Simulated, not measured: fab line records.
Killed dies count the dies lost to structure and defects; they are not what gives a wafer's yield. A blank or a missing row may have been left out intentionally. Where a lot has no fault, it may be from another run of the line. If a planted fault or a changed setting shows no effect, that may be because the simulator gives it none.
Chamber matching + flow nand_harc + NHARC_A_CONTACT_ETCH_75 on rie_diel-11: 4 sister chambers
The step etches the open film in CF4, target depth 39 nm, time 65 s. 39 wafers are shown with their chamber, then 12 later ones without.

== EACH WAFER AND ITS CHAMBER ==
| wafer  | chamber | drypump_motor_current_A (A) | showerhead_plenum_p_Torr (Torr) | rf_fwd_power_W (W) |
|--------|---------|-----------------------------|---------------------------------|--------------------|
| L074.1 | 2       | 6.6                         | 1.66                            | 296.5              |
| L074.2 | 1       | 5.3                         | 1.75                            | 300.4              |
| L074.5 | 1       | 5.3                         | 1.75                            | 298.8              |
| L075.1 | 2       | 6.7                         | 1.66                            | 299.0              |
| L075.4 | 0       | 6.0                         | 1.74                            | 296.2              |
| L075.6 | 0       | 6.0                         | 1.74                            | 294.9              |
| L076.2 | 1       | 5.3                         | 1.75                            | 300.2              |
| L076.3 | 0       | 6.0                         | 1.74                            | 294.7              |
| L076.4 | 3       | 5.1                         | 1.83                            | 296.6              |
| L077.1 | 0       | 6.0                         | 1.74                            | 295.1              |
| L077.2 | 2       | 6.7                         | 1.66                            | 294.3              |
| L077.3 | 3       | 5.1                         | 1.83                            | 297.9              |
| L079.2 | 2       | 6.6                         | 1.65                            | 296.0              |
| L079.5 | 3       | 5.1                         | 1.83                            | 297.7              |
| L079.6 | 0       | 6.0                         | 1.74                            | 294.6              |
| L080.1 | 2       | 6.6                         | 1.65                            | 297.9              |
| L080.2 | 1       | 5.3                         | 1.75                            | 297.3              |
| L080.4 | 0       | 6.0                         | 1.74                            | 297.1              |
| L083.1 | 1       | 5.3                         | 1.75                            | 297.7              |
| L083.2 | 0       | 6.0                         | 1.74                            | 294.5              |
| L083.4 | 3       | 5.2                         | 1.83                            | 299.1              |
| L084.1 | 0       | 6.0                         | 1.74                            | 296.4              |
| L084.4 | 1       | 5.3                         | 1.75                            | 298.4              |
| L084.6 | 3       | 5.1                         | 1.83                            | 296.8              |
| L087.2 | 0       | 6.0                         | 1.74                            | 296.3              |
| L087.5 | 3       | 5.1                         | 1.83                            | 297.9              |
| L087.6 | 0       | 6.0                         | 1.74                            | 294.5              |
| L085.1 | 3       | 5.2                         | 1.83                            | 297.6              |
| L085.2 | 0       | 6.0                         | 1.73                            | 296.4              |
| L085.5 | 0       | 6.0                         | 1.74                            | 295.7              |
| L088.3 | 1       | 5.3                         | 1.74                            | 298.5              |
| L088.5 | 3       | 5.2                         | 1.83                            | 297.7              |
| L088.6 | 2       | 6.6                         | 1.65                            | 297.6              |
| L090.2 | 1       | 5.3                         | 1.74                            | 297.6              |
| L090.5 | 0       | 6.0                         | 1.73                            | 295.6              |
| L090.6 | 3       | 5.1                         | 1.83                            | 296.9              |
| L092.1 | 1       | 5.3                         | 1.74                            | 297.4              |
| L092.4 | 2       | 6.6                         | 1.65                            | 296.6              |
| L092.6 | 0       | 6.0                         | 1.73                            | 295.8              |

SIGNATURES (averages over the wafers above)
| reading                  | chamber 0 | chamber 1 | chamber 2 | chamber 3 | scatter within a chamber |
|--------------------------|-----------|-----------|-----------|-----------|--------------------------|
| drypump_motor_current_A  | 6.000     | 5.300     | 6.629     | 5.133     | 0.0313                   |
| showerhead_plenum_p_Torr | 1.7379    | 1.7467    | 1.6543    | 1.8300    | 0.00416                  |
| rf_fwd_power_W           | 295.557   | 298.478   | 296.843   | 297.578   | 1.05                     |
Rule: for a wafer and a chamber, the distance is found by dividing, reading by reading, the gap between the wafer's reading and the chamber's mean by the reading's scatter, squaring, summing and taking the root. If the next closest chamber is less than 2 further off than the closest, the wafer can't be placed; otherwise it belongs to the closest. How the scatter is found: for the shown wafers, subtract from each reading the mean of its chamber, square and add these, divide the total by (wafers less chambers), then take the root.

== WAFERS WITHOUT THEIR CHAMBER ==
| wafer  | drypump_motor_current_A (A) | showerhead_plenum_p_Torr (Torr) | rf_fwd_power_W (W) |
|--------|-----------------------------|---------------------------------|--------------------|
| L091.1 | 6.0                         | 1.73                            | 297.1              |
| L091.2 | 5.3                         | 1.74                            | 299.4              |
| L091.3 | 6.7                         | 1.65                            | 298.3              |
| L095.3 | 5.2                         | 1.82                            | 298.1              |
| L095.4 | 5.3                         | 1.74                            | 297.7              |
| L095.5 | 5.3                         | 1.74                            | 299.4              |
| L094.1 | 6.7                         | 1.65                            | 297.2              |
| L094.3 | 5.2                         | 1.82                            | 298.1              |
| L094.6 | 5.2                         | 1.82                            | 299.5              |
| L097.3 | 6.0                         | 1.73                            | 297.4              |
| L097.4 | 5.2                         | 1.82                            | 297.4              |
| L097.6 | 5.3                         | 1.74                            | 297.6              |

== THE CHAMBER EACH PASSED THROUGH ==
| wafer  | from the rows above | in truth |
|--------|---------------------|----------|
| L091.1 | 0                   | 0        |
| L091.2 | 1                   | 1        |
| L091.3 | 2                   | 2        |
| L095.3 | 3                   | 3        |
| L095.4 | 1                   | 1        |
| L095.5 | 1                   | 1        |
| L094.1 | 2                   | 2        |
| L094.3 | 3                   | 3        |
| L094.6 | 3                   | 3        |
| L097.3 | 0                   | 0        |
| L097.4 | 3                   | 3        |
| L097.6 | 1                   | 1        |
Correctly placed: 12 of 12. Number that these rows cannot place: 0. Wrongly placed: 0.
